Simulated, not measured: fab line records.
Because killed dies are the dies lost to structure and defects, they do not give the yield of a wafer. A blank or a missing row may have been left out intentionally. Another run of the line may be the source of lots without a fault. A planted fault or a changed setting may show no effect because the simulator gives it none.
Chamber matching || flow nandHarc || 4 sister chambers for NHARC_A_WL_FILL_ALD_10 on aldHk-01
The step deposits SiO2, target thk 50 nm, pulse time 10 s, ald cycles 500. 4 wafers are shown with their chamber, then 8 later ones without.

## WAFERS, EACH WITH ITS CHAMBER
{"wafer": "L084.1", "chamber": 3, "heaterPowerOuterW (W)": 280}
{"wafer": "L086.2", "chamber": 0, "heaterPowerOuterW (W)": 303}
{"wafer": "L086.3", "chamber": 1, "heaterPowerOuterW (W)": 283}
{"wafer": "L090.2", "chamber": 2, "heaterPowerOuterW (W)": 236}

## WAFERS WITHOUT THEIR CHAMBER
{"wafer": "L090.4", "heaterPowerOuterW (W)": 266}
{"wafer": "L090.5", "heaterPowerOuterW (W)": 279}
{"wafer": "L092.2", "heaterPowerOuterW (W)": 275}
{"wafer": "L092.3", "heaterPowerOuterW (W)": 293}
{"wafer": "L092.6", "heaterPowerOuterW (W)": 278}
{"wafer": "L097.1", "heaterPowerOuterW (W)": 284}
{"wafer": "L097.2", "heaterPowerOuterW (W)": 241}
{"wafer": "L097.6", "heaterPowerOuterW (W)": 279}

## EACH ONE'S CHAMBER
{"wafer": "L090.4", "from the rows above": "can't be placed: 3 or 1", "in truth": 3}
{"wafer": "L090.5", "from the rows above": "can't be placed: 3 or 1", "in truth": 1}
{"wafer": "L092.2", "from the rows above": "can't be placed: 3 or 1", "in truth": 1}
{"wafer": "L092.3", "from the rows above": "can't be placed: 0 or 1 or 3", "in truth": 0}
{"wafer": "L092.6", "from the rows above": "can't be placed: 3 or 1", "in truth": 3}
{"wafer": "L097.1", "from the rows above": "can't be placed: 1 or 3", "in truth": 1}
{"wafer": "L097.2", "from the rows above": 2, "in truth": 2}
{"wafer": "L097.6", "from the rows above": "can't be placed: 3 or 1", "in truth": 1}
Placed correctly: 1 of 8. These rows do not allow placing 7 (true chamber among the candidates in 7). Wrongly placed: 0.
How it was worked out, from the rows above alone: a wafer's distance from a chamber is the root of the sum, over the readings, of the square of ((its reading less the chamber's mean) divided by the reading's scatter). The wafer belongs to the nearest chamber; if the next one is less than 2 further off, it can't be placed. A chamber's mean is the mean of its shown wafers. The scatter (one wafer shown for each chamber): square how far every hidden wafer sits from the nearest shown wafer, average those squares and take the square root.
